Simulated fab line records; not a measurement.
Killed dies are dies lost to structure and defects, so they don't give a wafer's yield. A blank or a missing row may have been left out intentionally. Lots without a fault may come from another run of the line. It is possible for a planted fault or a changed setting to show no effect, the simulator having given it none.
fab line records + flow nand-harc
record:
- lots: 14
- wafers: 42
- last-day: 33
route steps=1302 shown P_M2@333
lots that met no fault: from a run of the same line without faults
start-h: hours from the record's opening day to when the first of the lot's shown wafers began + wait-h: hours from the lot's prior step to this one + " unchanged from the row above + L1.1+2: several wafers, shown together as one row + - no value present, or no start provided + * or withheld: withheld + < > ~ a bound
route shown NAME@n: NAME is a module with steps in the file, n the number in the route of the first one + usual: average and standard deviation across the fault-free wafers + same: alike in all rows + chamber/n: place in a boat + sites: readings site by site + _std_site: how widely they spread, as a standard deviation + _edge_site: outer sites' mean less inner sites' + radius-mm: how far each site lies from the wafer's centre + mask NAME#n: copy n + behind: the tool/chamber that last shaped the wafer + hold: the reason the lot was held/the length of the hold in hours/how it ended + device: transistor that didn't switch, given as n, p or np + end of line: the route-end tests of the same wafers + a step with no rows: only its recipe + killed: not the wafer's yield, but the dies lost to structure and defects at the first sort + map: a wafer's dies, marking killed ones x, the rest . and places with no die _
set.NAME: the setting that was run; set.NAME@STEP: the one run at that earlier step + model.NAME: the simulator's own value behind a step, which no gauge read
one table for each step of the route and one row for each wafer, over a sample of lots
services: a tool's chamber out of use, with start hour (start-h, from the record's first day; less than 0 if before it), hours out, and reason
== steps ==
step: NHARC_P_M2_ETCH_15
recipe:
- target-depth-a: 1825
- time-s: 91.2
- c4f8-flow-sccm: withheld
- ar-flow-sccm: 400
- rf-w: 600
- bias-w: 300
- chemistry: C4F8/Ar
usual:
- bias-w: 299.9/0.84
- oes-product-au: 0.937/0.02
- rf-vpp-V: 441.9/2.2
| lot.wafer | tool        | chamber | start-h | wait-h | bias-w | oes-product-au | rf-hours-counter-h | rf-vpp-V |
|-----------|-------------|---------|---------|--------|--------|----------------|--------------------|----------|
| L388.4    | rie-diel-07 | 1       | -       | -      | 301.4  | 0.967          | 0.0                | 444.6    |
| L388.5    | "           | 3       | "       | "      | 298.9  | 0.953          | -                  | 442.5    |
| L388.6    | "           | 0       | "       | "      | 299.4  | 0.969          | -                  | 438.9    |
| L389.2    | rie-diel-06 | 2       | -       | -      | 298.8  | 0.947          | 0.1                | 439.4    |
| L389.1    | "           | 1       | "       | "      | 300.5  | 0.950          | 0.1                | 443.5    |
| L389.6    | "           | 2       | "       | "      | 298.6  | 0.949          | -                  | 439.9    |
| L392.2    | rie-diel-02 | 0       | -       | -      | 300.3  | 0.931          | 4.2                | 440.8    |
| L392.3    | "           | 2       | "       | "      | 300.6  | 0.937          | 4.9                | 442.9    |
| L392.4    | "           | 3       | "       | "      | 301.4  | 0.937          | 4.2                | 437.1    |
| L393.2    | rie-diel-06 | 1       | 178.33  | 0.1    | 299.3  | 0.934          | 2.2                | 443.3    |
| L393.4    | "           | 1       | "       | "      | 300.5  | 0.937          | -                  | 443.8    |
| L393.6    | "           | 2       | "       | "      | 300.4  | 0.940          | -                  | 438.8    |
| L395.1    | rie-diel-07 | 0       | -       | -      | 299.8  | 0.929          | 4.8                | 439.4    |
| L395.6    | "           | 3       | "       | "      | 300.5  | 0.924          | -                  | 441.5    |
| L395.5    | "           | 0       | "       | "      | 300.3  | 0.924          | -                  | 439.9    |
| L396.1    | rie-diel-07 | 1       | -       | -      | 298.9  | 0.904          | 5.2                | 444.3    |
| L396.4    | "           | 2       | "       | "      | 299.2  | 0.919          | 4.8                | 443.9    |
| L396.6    | "           | 2       | "       | "      | 298.9  | 0.913          | -                  | 443.9    |
| L401.3    | rie-diel-02 | 2       | -       | -      | 300.9  | 0.932          | 1.7                | 441.0    |
| L401.1    | "           | 3       | "       | "      | 302.3  | 0.931          | 1.9                | 437.4    |
| L401.5    | "           | 2       | "       | "      | 301.6  | 0.926          | -                  | 442.3    |
| L403.3    | rie-diel-07 | 1       | -       | -      | 299.4  | 0.918          | 8.8                | 444.3    |
| L403.2    | "           | 2       | "       | "      | 301.3  | 0.896          | 8.4                | 445.5    |
| L403.6    | "           | 0       | "       | "      | 300.3  | 0.921          | -                  | 439.5    |
| L404.1    | rie-diel-02 | 0       | -       | -      | 298.3  | 0.932          | 4.2                | 440.1    |
| L404.4    | "           | 2       | "       | "      | 298.9  | 0.970          | 4.2                | 442.9    |
| L404.5    | "           | 3       | "       | "      | 300.1  | 0.926          | -                  | 438.8    |
| L405.4    | rie-diel-06 | 3       | -       | -      | 300.3  | 0.950          | 6.3                | 443.7    |
| L405.2    | "           | 0       | "       | "      | 298.5  | 0.967          | 4.2                | 440.8    |
| L405.3    | "           | 1       | "       | "      | 300.5  | 0.965          | 8.1                | 444.8    |
| L406.4    | rie-diel-06 | 3       | -       | -      | 298.1  | 0.953          | 0.0                | 444.5    |
| L406.5    | "           | 2       | "       | "      | 297.6  | 0.953          | -                  | 438.5    |
| L406.6    | "           | 3       | "       | "      | 298.3  | 0.956          | -                  | 444.2    |
| L409.3    | rie-diel-06 | 1       | -       | -      | 300.4  | 0.948          | 1.0                | 444.1    |
| L409.1    | "           | 2       | "       | "      | 300.1  | 0.955          | 1.1                | 440.8    |
| L409.4    | "           | 3       | "       | "      | 301.2  | 0.946          | 1.4                | 443.0    |
| L410.3    | rie-diel-02 | 1       | -       | -      | 298.7  | 0.928          | 8.9                | 442.1    |
| L410.1    | "           | 2       | "       | "      | 299.7  | 0.923          | 8.7                | 440.6    |
| L410.6    | "           | 3       | "       | "      | 300.7  | 0.930          | -                  | 438.4    |
| L411.4    | rie-diel-06 | 0       | -       | -      | 299.1  | 0.951          | 1.8                | 440.8    |
| L411.2    | "           | 1       | "       | "      | 299.4  | 0.970          | 1.5                | 444.7    |
| L411.5    | "           | 0       | "       | "      | 299.4  | 0.953          | -                  | 442.2    |
step: NHARC_P_M2_CD_MEAS_16
usual:
- cd-nm: 169.8/0.78
| lot.wafer | tool      | chamber | start-h | wait-h | cd-nm |
|-----------|-----------|---------|---------|--------|-------|
| L388.4    | cd-sem-01 | -       | 129.25  | -      | 168.8 |
| L388.5    | "         | -       | "       | "      | 169.2 |
| L388.6    | "         | -       | "       | "      | 167.6 |
| L389.1    | cd-sem-02 | -       | 143.95  | -      | 171.4 |
| L389.2    | "         | -       | "       | "      | 170.4 |
| L389.6    | "         | -       | "       | "      | 170.6 |
| L392.2    | cd-sem-02 | -       | 164.76  | -      | 170.1 |
| L392.3    | "         | -       | "       | "      | 170.7 |
| L392.4    | "         | -       | "       | "      | 170.0 |
| L393.2    | cd-sem-03 | -       | 178.50  | 0.2    | 169.4 |
| L393.4    | "         | -       | "       | "      | 170.6 |
| L393.6    | "         | -       | "       | "      | 171.0 |
| L395.1    | cd-sem-01 | -       | 204.15  | -      | 169.9 |
| L395.5    | "         | -       | "       | "      | 168.6 |
| L395.6    | "         | -       | "       | "      | 170.6 |
| L396.1    | cd-sem-02 | -       | 213.47  | -      | 170.1 |
| L396.4    | "         | -       | "       | "      | 170.5 |
| L396.6    | "         | -       | "       | "      | 169.6 |
| L401.1    | cd-sem-03 | -       | 263.02  | -      | 171.1 |
| L401.3    | "         | -       | "       | "      | 168.7 |
| L401.5    | "         | -       | "       | "      | 168.6 |
| L403.2    | cd-sem-03 | -       | 278.47  | -      | 169.2 |
| L403.3    | "         | -       | "       | "      | 169.7 |
| L403.6    | "         | -       | "       | "      | 170.0 |
| L404.1    | cd-sem-02 | -       | 296.48  | -      | 170.3 |
| L404.4    | "         | -       | "       | "      | 169.7 |
| L404.5    | "         | -       | "       | "      | 169.4 |
| L405.2    | cd-sem-01 | -       | 300.63  | -      | 169.7 |
| L405.3    | "         | -       | "       | "      | 169.3 |
| L405.4    | "         | -       | "       | "      | 170.2 |
| L406.4    | cd-sem-03 | -       | 320.06  | -      | 170.2 |
| L406.5    | "         | -       | "       | "      | 169.3 |
| L406.6    | "         | -       | "       | "      | 170.1 |
| L409.1    | cd-sem-01 | -       | 335.10  | -      | 169.4 |
| L409.3    | "         | -       | "       | "      | 171.4 |
| L409.4    | "         | -       | "       | "      | 170.0 |
| L410.1    | cd-sem-02 | -       | 349.42  | -      | 170.2 |
| L410.3    | "         | -       | "       | "      | 170.9 |
| L410.6    | "         | -       | "       | "      | 171.0 |
| L411.2    | cd-sem-03 | -       | 361.02  | -      | 171.0 |
| L411.4    | "         | -       | "       | "      | 170.0 |
| L411.5    | "         | -       | "       | "      | 169.9 |
step: NHARC_P_M2_ANNEAL_31
recipe:
- temp-c: 225
- time-s: 90
usual:
- anneal-temp-c-max: 225.89/0.23
- wafer_temp_C_max: 226.25/0.3
| lot.wafer | tool          | chamber | start-h | wait-h | anneal-temp-c-max | wafer_temp_C_max |
|-----------|---------------|---------|---------|--------|-------------------|------------------|
| L388.4    | rtp-anneal-01 | 0       | 130.85  | 0.3    | 226.27            | 225.66           |
| L388.5    | "             | 0       | "       | "      | 225.69            | 226.23           |
| L388.6    | "             | 0       | "       | "      | 225.99            | 225.80           |
| L389.1    | rtp-anneal-01 | 0       | 145.42  | -      | 225.95            | 226.41           |
| L389.2    | "             | 0       | "       | "      | 226.08            | 226.07           |
| L389.6    | "             | 0       | "       | "      | 226.25            | 226.65           |
| L392.2    | rtp-anneal-02 | 0       | 166.27  | 0.3    | 225.78            | 226.32           |
| L392.3    | "             | 0       | "       | "      | 225.80            | 226.75           |
| L392.4    | "             | 0       | "       | "      | 225.81            | 226.31           |
| L393.2    | rtp-anneal-01 | 0       | 180.01  | 0.4    | 225.87            | 226.61           |
| L393.4    | "             | 0       | "       | "      | 225.98            | 226.49           |
| L393.6    | "             | 0       | "       | "      | 225.80            | 226.17           |
| L395.1    | rtp-anneal-02 | 0       | 205.90  | -      | 225.97            | 225.78           |
| L395.5    | "             | 0       | "       | "      | 225.93            | 226.46           |
| L395.6    | "             | 0       | "       | "      | 225.97            | 226.17           |
| L396.1    | rtp-anneal-01 | 0       | 214.92  | 0.3    | 225.98            | 226.18           |
| L396.4    | "             | 0       | "       | "      | 226.01            | 225.87           |
| L396.6    | "             | 0       | "       | "      | 226.10            | 225.93           |
| L401.1    | rtp-anneal-01 | 0       | 264.51  | 0.4    | 226.50            | 226.09           |
| L401.3    | "             | 0       | "       | "      | 226.27            | 226.22           |
| L401.5    | "             | 0       | "       | "      | 226.23            | 225.97           |
| L403.2    | rtp-anneal-01 | 0       | 279.97  | 0.3    | 226.06            | 225.83           |
| L403.3    | "             | 0       | "       | "      | 226.03            | 225.98           |
| L403.6    | "             | 0       | "       | "      | 225.48            | 226.43           |
| L404.1    | rtp-anneal-01 | 0       | 297.95  | -      | 226.18            | 226.44           |
| L404.4    | "             | 0       | "       | "      | 225.90            | 226.93           |
| L404.5    | "             | 0       | "       | "      | 225.88            | 226.50           |
| L405.2    | rtp-anneal-01 | 0       | 302.13  | -      | 226.26            | 225.92           |
| L405.3    | "             | 0       | "       | "      | 226.12            | 225.89           |
| L405.4    | "             | 0       | "       | "      | 226.04            | 226.06           |
| L406.4    | rtp-anneal-02 | 0       | 321.70  | 0.4    | 226.04            | 226.44           |
| L406.5    | "             | 0       | "       | "      | 225.85            | 227.51           |
| L406.6    | "             | 0       | "       | "      | 225.63            | 226.46           |
| L409.1    | rtp-anneal-02 | 0       | 336.58  | -      | 225.65            | 226.07           |
| L409.3    | "             | 0       | "       | "      | 225.80            | 226.35           |
| L409.4    | "             | 0       | "       | "      | 225.88            | 226.51           |
| L410.1    | rtp-anneal-01 | 0       | 350.88  | 0.3    | 225.65            | 226.32           |
| L410.3    | "             | 0       | "       | "      | 226.00            | 226.43           |
| L410.6    | "             | 0       | "       | "      | 225.94            | 226.16           |
| L411.2    | rtp-anneal-01 | 0       | 362.57  | 0.4    | 225.82            | 225.90           |
| L411.4    | "             | 0       | "       | "      | 225.93            | 226.00           |
| L411.5    | "             | 0       | "       | "      | 225.78            | 225.90           |
step: NHARC_P_M2_CMP_23
recipe:
- t-overpolish-s: 20
- target-thk-nm: 144.3
usual:
- edge-zone-pressure-frac: 1.000/0.0051
- motor-current-A: 11.8/1.1
- time-to-endpoint-s: 27.9/2.8
| lot.wafer | tool   | chamber | start-h | wait-h | edge-zone-pressure-frac | motor-current-A | time-to-endpoint-s |
|-----------|--------|---------|---------|--------|-------------------------|-----------------|--------------------|
| L388.4    | cmp-02 | 2       | 131.09  | -      | 1.002                   | 10.7            | 27.8               |
| L388.5    | "      | 0       | "       | "      | 0.997                   | 10.4            | 23.2               |
| L388.6    | "      | 1       | "       | "      | 0.992                   | 12.9            | 24.0               |
| L389.1    | cmp-03 | 3       | 145.76  | -      | 0.997                   | 11.2            | 27.8               |
| L389.2    | "      | 0       | "       | "      | 1.003                   | 10.7            | 28.6               |
| L389.6    | "      | 0       | "       | "      | 1.001                   | 10.2            | 30.1               |
| L392.4    | cmp-04 | 1       | 166.57  | -      | 1.002                   | 11.5            | 33.0               |
| L392.2    | "      | 3       | "       | "      | 1.001                   | 13.1            | 24.8               |
| L392.3    | "      | 0       | "       | "      | 0.997                   | 12.2            | 29.6               |
| L393.4    | cmp-03 | 0       | 180.31  | -      | 1.009                   | 10.4            | 27.5               |
| L393.2    | "      | 3       | "       | "      | 1.005                   | 10.8            | 27.1               |
| L393.6    | "      | 1       | "       | "      | 0.997                   | 12.8            | 23.5               |
| L395.1    | cmp-04 | 0       | 206.30  | -      | 0.990                   | 12.4            | 30.8               |
| L395.5    | "      | 2       | "       | "      | 1.000                   | 10.4            | 30.8               |
| L395.6    | "      | 3       | "       | "      | 0.995                   | 12.4            | 32.5               |
| L396.1    | cmp-03 | 1       | 215.30  | -      | 0.997                   | 14.3            | 26.8               |
| L396.4    | "      | 2       | "       | "      | 0.999                   | 12.7            | 28.2               |
| L396.6    | "      | 1       | "       | "      | 0.990                   | 13.3            | 28.4               |
| L401.3    | cmp-03 | 2       | 264.88  | -      | 1.005                   | 11.3            | 28.7               |
| L401.1    | "      | 0       | "       | "      | 0.994                   | 10.4            | 31.4               |
| L401.5    | "      | 1       | "       | "      | 0.990                   | 13.3            | 25.9               |
| L403.3    | cmp-02 | 1       | 280.26  | -      | -                       | -               | -                  |
| L403.2    | "      | 2       | "       | "      | -                       | -               | -                  |
| L403.6    | "      | 1       | "       | "      | -                       | -               | -                  |
| L404.4    | cmp-04 | 2       | 298.29  | -      | -                       | -               | -                  |
| L404.1    | "      | 3       | "       | "      | -                       | -               | -                  |
| L404.5    | "      | 2       | "       | "      | -                       | -               | -                  |
| L405.3    | cmp-03 | 2       | 302.45  | -      | -                       | -               | -                  |
| L405.2    | "      | 3       | "       | "      | -                       | -               | -                  |
| L405.4    | "      | 0       | "       | "      | -                       | -               | -                  |
| L406.4    | cmp-04 | 1       | 321.91  | -      | 1.010                   | 11.4            | 31.9               |
| L406.5    | "      | 1       | "       | "      | 1.002                   | 12.5            | 33.7               |
| L406.6    | "      | 2       | "       | "      | 0.986                   | 9.7             | 27.9               |
| L409.1    | cmp-02 | 0       | 336.93  | -      | 1.000                   | 11.1            | 23.7               |
| L409.4    | "      | 1       | "       | "      | 0.997                   | 13.7            | 23.5               |
| L409.3    | "      | 3       | "       | "      | 1.010                   | 12.6            | 25.5               |
| L410.1    | cmp-02 | 1       | 351.28  | -      | 1.001                   | 13.1            | 24.4               |
| L410.3    | "      | 2       | "       | "      | 1.010                   | 10.5            | 29.6               |
| L410.6    | "      | 0       | "       | "      | 1.005                   | 10.9            | 27.1               |
| L411.4    | cmp-03 | 2       | 362.90  | -      | 0.995                   | 12.2            | 25.4               |
| L411.2    | "      | 3       | "       | "      | 0.999                   | 11.5            | 28.2               |
| L411.5    | "      | 1       | "       | "      | 1.004                   | 13.5            | 24.5               |
step: NHARC_P_M2_THK_MEAS_24
recipe:
- thk-meas-gauge: xrf
usual:
- thk-nm: 144.2/1.7
| lot.wafer | tool          | chamber | start-h | wait-h | hold                     | thk-nm |
|-----------|---------------|---------|---------|--------|--------------------------|--------|
| L388.4    | film-metro-01 | -       | 131.36  | -      | -                        | 143.0  |
| L388.5    | "             | -       | "       | "      | -                        | 143.7  |
| L388.6    | "             | -       | "       | "      | -                        | 142.8  |
| L389.1    | film-metro-01 | -       | 146.08  | -      | -                        | 143.4  |
| L389.2    | "             | -       | "       | "      | -                        | 143.7  |
| L389.6    | "             | -       | "       | "      | -                        | 143.7  |
| L392.2    | film-metro-01 | -       | 166.88  | -      | -                        | 145.1  |
| L392.3    | "             | -       | "       | "      | -                        | 145.9  |
| L392.4    | "             | -       | "       | "      | -                        | 147.2  |
| L393.2    | film-metro-02 | -       | 180.63  | -      | -                        | 142.7  |
| L393.4    | "             | -       | "       | "      | -                        | 143.3  |
| L393.6    | "             | -       | "       | "      | -                        | 145.1  |
| L395.1    | film-metro-01 | -       | 206.55  | -      | -                        | 143.0  |
| L395.5    | "             | -       | "       | "      | -                        | 143.8  |
| L395.6    | "             | -       | "       | "      | -                        | 143.9  |
| L396.1    | film-metro-01 | -       | 215.60  | -      | -                        | 145.4  |
| L396.4    | "             | -       | "       | "      | -                        | 144.9  |
| L396.6    | "             | -       | "       | "      | -                        | 143.3  |
| L401.1    | film-metro-02 | -       | 265.17  | -      | -                        | 145.3  |
| L401.3    | "             | -       | "       | "      | -                        | 145.8  |
| L401.5    | "             | -       | "       | "      | -                        | 143.6  |
| L403.2    | film-metro-01 | -       | 280.58  | 0.3    | await-dispo/0.2h/release | 396.6  |
| L403.3    | "             | -       | "       | "      | await-dispo/0.2h/release | 401.0  |
| L403.6    | "             | -       | "       | "      | await-dispo/0.2h/release | 392.9  |
| L403.2    | film-metro-01 | -       | 280.75  | 0.2    | -                        | 394.9  |
| L403.3    | "             | -       | "       | "      | -                        | 402.5  |
| L403.6    | "             | -       | "       | "      | -                        | 391.7  |
| L404.1    | film-metro-01 | -       | 298.61  | 0.3    | await-dispo/0.2h/release | 407.4  |
| L404.4    | "             | -       | "       | "      | await-dispo/0.2h/release | 397.6  |
| L404.5    | "             | -       | "       | "      | await-dispo/0.2h/release | 406.4  |
| L404.1    | film-metro-01 | -       | 298.78  | 0.2    | -                        | 406.5  |
| L404.4    | "             | -       | "       | "      | -                        | 397.1  |
| L404.5    | "             | -       | "       | "      | -                        | 404.5  |
| L405.2    | film-metro-02 | -       | 302.73  | 0.2    | await-dispo/0.2h/release | 398.8  |
| L405.3    | "             | -       | "       | "      | await-dispo/0.2h/release | 403.1  |
| L405.4    | "             | -       | "       | "      | await-dispo/0.2h/release | 392.6  |
| L405.2    | film-metro-02 | -       | 302.91  | 0.2    | -                        | 398.8  |
| L405.3    | "             | -       | "       | "      | -                        | 402.7  |
| L405.4    | "             | -       | "       | "      | -                        | 392.1  |
| L406.4    | film-metro-02 | -       | 322.23  | -      | -                        | 143.8  |
| L406.5    | "             | -       | "       | "      | -                        | 146.6  |
| L406.6    | "             | -       | "       | "      | -                        | 143.3  |
| L409.1    | film-metro-02 | -       | 337.24  | -      | -                        | 143.0  |
| L409.3    | "             | -       | "       | "      | -                        | 142.9  |
| L409.4    | "             | -       | "       | "      | -                        | 144.9  |
| L410.1    | film-metro-02 | -       | 351.54  | -      | -                        | 140.4  |
| L410.3    | "             | -       | "       | "      | -                        | 145.0  |
| L410.6    | "             | -       | "       | "      | -                        | 141.9  |
| L411.2    | film-metro-02 | -       | 363.18  | -      | -                        | 142.3  |
| L411.4    | "             | -       | "       | "      | -                        | 143.7  |
| L411.5    | "             | -       | "       | "      | -                        | 144.1  |
== services ==
| tool        | chamber | start-h | hours | kind   |
|-------------|---------|---------|-------|--------|
| rie-diel-07 | 3       | 106.23  | 5.0   | repair |
| cmp-04      | -       | 109.04  | 0.8   | repair |
| cmp-03      | -       | 110.19  | 0.8   | repair |
| cmp-04      | -       | 111.02  | 4.0   | pm     |
| cmp-03      | -       | 114.45  | 2.6   | repair |
| rie-diel-07 | -       | 117.20  | 9.0   | pm     |
| rie-diel-06 | -       | 130.20  | 9.0   | pm     |
| cmp-04      | -       | 134.20  | 1.2   | repair |
| cmp-02      | -       | 134.50  | 4.0   | pm     |
| cmp-02      | -       | 139.67  | 2.1   | repair |
| cmp-03      | -       | 162.00  | 4.0   | pm     |
| cmp-03      | -       | 166.90  | 1.2   | repair |
| rie-diel-06 | 3       | 172.71  | 22.3  | repair |
| rie-diel-06 | 0       | 176.51  | 71.6  | repair |
| cmp-03      | -       | 198.39  | 0.8   | repair |
| cmp-03      | -       | 260.00  | 4.0   | pm     |
| rie-diel-06 | 1       | 277.33  | 7.9   | repair |
| cmp-03      | -       | 294.49  | 0.9   | repair |
| cmp-03      | -       | 300.73  | 0.9   | repair |
| cmp-03      | -       | 304.66  | 8.1   | repair |
| rie-diel-06 | -       | 307.20  | 9.0   | pm     |
| cmp-03      | -       | 322.23  | 1.2   | repair |
| cmp-03      | -       | 337.18  | 0.8   | repair |
| cmp-03      | -       | 358.00  | 4.0   | pm     |
== key ==
first-sign:
- step: NHARC_P_M2_CMP_23
- reading: tool-record
- direction: missing
effect:
- step: NHARC_P_M2_THK_MEAS_24
- reading: visit
- direction: added
effect:
- step: NHARC_P_M2_THK_MEAS_24
- reading: thk-nm
- direction: up
- sigmas: 99+
- usual: 144.2
- struck: 399.6
met-at NHARC_P_M2_CMP_23
struck-lots L403,L404,L405
scrapped-behind NHARC_P_M2_THK_MEAS_24 L403.2,L403.3,L403.6,L404.1,L404.4,L404.5,L405.2,L405.3,L405.4
not-acting-at NHARC_P_M2_ETCH_15,NHARC_P_M2_CD_MEAS_16,NHARC_P_M2_ANNEAL_31
onset-between 264.88 280.26
fault:
- kind: skipped-step-whole
- tool: cmp-02,cmp-03,cmp-04
- chamber: -
- onset-h: 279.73
- steps: NHARC_P_M2_CMP_23
- scope: struck-lots-only
